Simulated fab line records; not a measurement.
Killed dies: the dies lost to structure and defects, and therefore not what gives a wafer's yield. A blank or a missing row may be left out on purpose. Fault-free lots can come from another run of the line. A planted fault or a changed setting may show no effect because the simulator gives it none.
Chamber matching + flow nand harc + NHARC_A_CHANNEL_FILL_D1_ALD_16 on ald hk-03: 4 sister chambers
The step deposits SiO2, target thk 1.5 nm, pulse time 10 s, ald cycles 15. 8 wafers are shown with their chamber, then 10 later ones without.

== WAFERS PAIRED WITH THEIR CHAMBERS ==
| wafer  | chamber | heater power w (W) | precursor pulse height rel |
|--------|---------|--------------------|----------------------------|
| L081.2 | 2       | 538                | 1.007                      |
| L087.1 | 0       | 483                | 0.998                      |
| L087.6 | 2       | 548                | 0.980                      |
| L089.1 | 1       | 524                | 1.026                      |
| L089.5 | 0       | 489                | 1.000                      |
| L089.6 | 3       | 406                | 1.012                      |
| L090.1 | 1       | 537                | 0.990                      |
| L090.2 | 3       | 411                | 1.014                      |

== WAFERS WITH NO CHAMBER GIVEN ==
| wafer  | heater power w (W) | precursor pulse height rel |
|--------|--------------------|----------------------------|
| L090.5 | 547                | 0.987                      |
| L091.2 | 536                | 0.981                      |
| L091.4 | 422                | 0.963                      |
| L091.5 | 475                | 1.000                      |
| L095.1 | 550                | 1.014                      |
| L095.3 | 379                | 0.989                      |
| L095.4 | 545                | 1.023                      |
| L096.2 | 544                | 1.013                      |
| L096.4 | 532                | 1.021                      |
| L096.6 | 492                | 0.953                      |

== THE CHAMBER EACH PASSED THROUGH ==
| wafer  | from the rows above     | in truth                   |
|--------|-------------------------|----------------------------|
| L090.5 | 2                       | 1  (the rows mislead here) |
| L091.2 | can't be placed: 2 or 1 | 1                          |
| L091.4 | 3                       | 3                          |
| L091.5 | 0                       | 0                          |
| L095.1 | can't be placed: 2 or 1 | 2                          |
| L095.3 | 3                       | 3                          |
| L095.4 | can't be placed: 2 or 1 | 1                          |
| L096.2 | can't be placed: 2 or 1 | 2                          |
| L096.4 | can't be placed: 1 or 2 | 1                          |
| L096.6 | 0                       | 0                          |
Correct placement for 4 of the 10. Cannot be placed on the basis of these rows: 5; the candidates contain the true chamber in 5. 1 placed wrongly.
How it was worked out, from the rows above alone: a wafer's distance from a chamber is the root of the sum, over the readings, of the square of ((its reading less the chamber's mean) divided by the reading's scatter). The wafer belongs to the nearest chamber; if the next one is less than 2 further off, it can't be placed. The mean given for a chamber averages the wafers shown for that chamber. The scatter is the square root of a quotient: the sum, over the shown wafers, of each reading's squared deviation from its chamber's mean, divided by wafers minus chambers.
